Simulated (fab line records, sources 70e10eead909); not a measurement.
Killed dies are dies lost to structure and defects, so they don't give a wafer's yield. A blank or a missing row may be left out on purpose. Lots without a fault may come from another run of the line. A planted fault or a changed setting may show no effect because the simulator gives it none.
Which tool did it? | flow nand_harc | 10 lots, 30 wafers sampled, at 4 steps of a route of 1159

WHAT THE GAUGES READ, wafer by wafer
NHARC_THIN_TSV_CD_MEAS_12: target cd 1000 nm.
lot  | measured     | on        | cd_nm (nm)
L829 | day 19 15:40 | cd_sem-03 | 997.9 1000.6 999.4
L828 | day 19 18:08 | cd_sem-01 | 1000.5 999.7 999.8
L832 | day 19 19:43 | cd_sem-02 | 999.1 998.8 999.7
L833 | day 20 00:16 | cd_sem-01 | 998.2 998.5 998.3
L836 | day 20 21:00 | cd_sem-03 | 1001.6 1000.5 1001.5
L840 | day 21 15:55 | cd_sem-01 | 1001.5 1000.6 1002.6
L843 | day 22 21:11 | cd_sem-01 | 1000.8 1002.6 1002.0
L848 | day 23 04:34 | cd_sem-03 | 1011.7 1011.1 1010.5
L850 | day 24 00:58 | cd_sem-03 | 999.2 1000.4 1000.5
L849 | day 24 10:57 | cd_sem-01 | 1009.1 1009.7 1009.4

WHICH TOOL RAN EACH LOT (tool, then ch and the chambers of the sampled wafers, then the start)
lot  | NHARC_A_BLC_ALD_23                  | NHARC_A_M0_ETCH_34                 | NHARC_THIN_TSV_EXPOSE_09
L829 | ald_metal-04 ch 0,1,3, day 17 11:15 | rie_diel-09 ch 1,2,3, day 17 16:19 | krf_scanner-03 ch 0, day 19 15:31
L828 | ald_metal-04 ch 0,1,2, day 17 13:32 | rie_diel-09 ch 0,1,2, day 17 17:58 | krf_scanner-04 ch 0, day 19 17:59
L832 | ald_metal-04 ch 0,1,2, day 17 18:36 | rie_diel-09 ch 1,2,3, day 17 21:14 | krf_scanner-04 ch 0, day 19 19:34
L833 | ald_metal-02 ch 1,3, day 18 11:29   | rie_diel-05 ch 1,2, day 18 15:41   | krf_scanner-03 ch 0, day 20 00:07
L836 | ald_metal-03 ch 0,2,3, day 19 13:12 | rie_diel-09 ch 1,2,3, day 19 15:29 | krf_scanner-03 ch 0, day 20 20:51
L840 | ald_metal-03 ch 2,3, day 20 08:14   | rie_diel-05 ch 1,2, day 20 14:44   | krf_scanner-01 ch 0, day 21 15:46
L843 | ald_metal-04 ch 1,2,3, day 21 14:38 | rie_diel-05 ch 1,2,3, day 21 17:12 | krf_scanner-01 ch 0, day 22 21:02
L848 | ald_metal-02 ch 1,3, day 21 22:28   | rie_diel-09 ch 2,3, day 22 01:35   | krf_scanner-03 ch 0, day 23 04:25
L850 | ald_metal-02 ch 0,1,2, day 22 16:09 | rie_diel-09 ch 0,1,3, day 22 22:56 | krf_scanner-01 ch 0, day 24 00:49
L849 | ald_metal-04 ch 0,2,3, day 23 00:28 | rie_diel-05 ch 0,3, day 23 10:11   | krf_scanner-03 ch 0, day 24 10:48
- NHARC_A_BLC_ALD_23: deposits TiN, target thk 3 nm, pulse time 1 s, ald cycles 150.
- NHARC_A_M0_ETCH_34: etches the open film in N2/H2, target depth 40 nm, overetch 12 nm, time 43.94 s.
- NHARC_THIN_TSV_EXPOSE_09: exposes mask TSV.

THE ANSWER, worked out from the rows above alone
Rule: what is usual is taken from the lots themselves. Put in order of their means at a reading, lots are off if they are a third of the lots or fewer, leave a main group of 4 or more, and stand apart from it by a gap of 3 or more times the standard deviation of the main group's means; of several such gaps the widest counts. A main group whose means are all the same, to the digits that the tables above print for the reading, isn't used. A lot without any number at a reading at which 4 lots or more have one is off too. The other lots that the step has rows for count as sound.
Off: L848, L849, at NHARC_THIN_TSV_CD_MEAS_12 (cd_nm). The main group: mean 1000.2 nm, standard deviation 1.2.
A tool fits if, at a process step before that reading, it ran every lot that is off, and no sound lot after the first of them. The gauges at NHARC_THIN_TSV_CD_MEAS_12 are tried like those tools. One fits: krf_scanner-03 at NHARC_THIN_TSV_EXPOSE_09. Its last sound lot is L836 (day 20 20:51), its first lot that is off L848 (day 23 04:25): a fault that began between those two fits.

WHAT THE SIMULATOR HAD PUT IN
Process parameter drift: krf_scanner-03, from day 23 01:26 on, at NHARC_THIN_TSV_EXPOSE_09. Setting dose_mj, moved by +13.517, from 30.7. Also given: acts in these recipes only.
Lots struck among those shown: L848, L849. The rule above found the same.
